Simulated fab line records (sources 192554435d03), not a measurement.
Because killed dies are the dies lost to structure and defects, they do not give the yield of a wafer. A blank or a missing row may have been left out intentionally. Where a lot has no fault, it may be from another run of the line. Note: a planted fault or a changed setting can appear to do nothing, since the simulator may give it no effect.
Chamber matching | flow n5_finfet | N5_PASSIVATION_PECVD_00 on pecvd-01: 3 sister chambers
The step deposits SiO2 from SiH4/N2O, target thk 200 nm, time 11.2 s. 16 wafers are shown with their chamber, then 8 later ones without.

== EACH WAFER AND ITS CHAMBER ==
wafer  | chamber | showerhead_plenum_p_Torr (Torr) | throttle_valve_pct (%) | heater_power_w (W)
L074.3 | 2       | 8.03                            | 48.5                   | 717
L074.4 | 1       | 8.06                            | 53.3                   | 852
L074.5 | 0       | 8.20                            | 49.8                   | 745
L076.1 | 2       | 8.05                            | 49.0                   | 694
L076.4 | 1       | 8.06                            | 53.0                   | 825
L076.6 | 1       | 8.06                            | 53.1                   | 869
L078.1 | 2       | 8.05                            | 48.8                   | 749
L078.3 | 1       | 8.05                            | 53.4                   | 824
L078.4 | 0       | 8.19                            | 45.8                   | 633
L085.3 | 2       | 8.05                            | 49.2                   | 708
L085.4 | 2       | 8.04                            | 49.2                   | 710
L085.6 | 0       | 8.18                            | 46.5                   | 694
L092.2 | 1       | 8.06                            | 53.2                   | 840
L092.3 | 0       | 8.22                            | 46.3                   | 650
L092.4 | 2       | 8.03                            | 49.1                   | 703
L088.3 | 0       | 8.20                            | 46.2                   | 647

SIGNATURES (means of the wafers above)
reading                  | chamber 0 | chamber 1 | chamber 2 | scatter within a chamber
showerhead_plenum_p_Torr | 8.1980    | 8.0580    | 8.0417    | 0.0105
throttle_valve_pct       | 46.920    | 53.200    | 48.967    | 0.924
heater_power_w           | 673.80    | 842.00    | 713.50    | 30
Rule: a wafer lies at a distance from a chamber equal to the root of the sum of squares, over the readings, of (its reading less the chamber's mean, divided by the reading's scatter). The wafer belongs to the nearest chamber; if the next one is less than 2 further off, it can't be placed. The scatter: take each reading less its chamber's mean, square it, sum over the shown wafers, divide by the number of wafers less the number of chambers, and take the root.

== WAFERS WHOSE CHAMBER IS MISSING ==
wafer  | showerhead_plenum_p_Torr (Torr) | throttle_valve_pct (%) | heater_power_w (W)
L088.5 | 8.07                            | 53.1                   | 783
L088.6 | 8.05                            | 48.9                   | 720
L087.3 | 8.09                            | 53.5                   | 835
L087.4 | 8.05                            | 49.2                   | 604
L087.6 | 8.21                            | 46.5                   | 674
L091.1 | 8.04                            | 49.1                   | 720
L091.3 | 8.19                            | 46.6                   | 672
L091.4 | 8.05                            | 53.5                   | 750

== CHAMBER TAKEN BY EACH ==
wafer  | from the rows above     | in truth
L088.5 | 1                       | 1
L088.6 | 2                       | 2
L087.3 | 1                       | 1
L087.4 | 2                       | 2
L087.6 | 0                       | 0
L091.1 | 2                       | 2
L091.3 | 0                       | 0
L091.4 | can't be placed: 1 or 2 | 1
Correctly placed: 7 of 8. Not placeable from these rows: 1 (in 1, the candidates include the true chamber). Wrongly placed: 0.
